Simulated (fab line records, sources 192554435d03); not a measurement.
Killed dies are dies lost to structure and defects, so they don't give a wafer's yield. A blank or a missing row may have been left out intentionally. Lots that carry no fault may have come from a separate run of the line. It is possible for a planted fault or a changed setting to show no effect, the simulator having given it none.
Matching of chambers -- flow n5_finfet -- 4 sister chambers for N5_BEOL_M10_DESCUM_33 on rie_diel-06
The step chemistry O2, time 7.9 s. 7 wafers are shown with their chamber, then 8 later ones without.

## WAFERS, EACH WITH ITS CHAMBER
wafer,chamber,drypump_motor_current_A (A),throttle_valve_pct (%)
L080.6,0,6.00,20.20
L081.2,0,6.05,20.21
L084.1,3,5.92,20.71
L084.6,3,5.93,20.71
L088.4,1,5.40,20.39
L088.5,2,5.54,20.38
L089.2,2,5.56,20.38

## WAFERS WITH NO CHAMBER GIVEN
wafer,drypump_motor_current_A (A),throttle_valve_pct (%)
L089.5,5.40,20.37
L089.6,5.56,20.39
L091.1,5.55,20.40
L091.3,6.02,20.25
L091.5,5.39,20.40
L092.2,5.90,20.27
L092.4,6.02,20.26
L092.5,5.51,20.38

## WHICH CHAMBER EACH ONE RAN IN
wafer,from the rows above,in truth
L089.5,1,1
L089.6,2,2
L091.1,2,2
L091.3,0,0
L091.5,1,1
L092.2,0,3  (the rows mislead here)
L092.4,0,0
L092.5,2,2
7 of 8 placed correctly. Not placeable from these rows: 0. Number placed wrongly: 1.
How it was worked out, from the rows above alone: a wafer's distance from a chamber is the root of the sum, over the readings, of the square of ((its reading less the chamber's mean) divided by the reading's scatter). The wafer belongs to the nearest chamber; if the next one is less than 2 further off, it can't be placed. A chamber's mean is the mean of its shown wafers. The scatter: take each reading less its chamber's mean, square it, sum over the shown wafers, divide by the number of wafers less the number of chambers, and take the root.
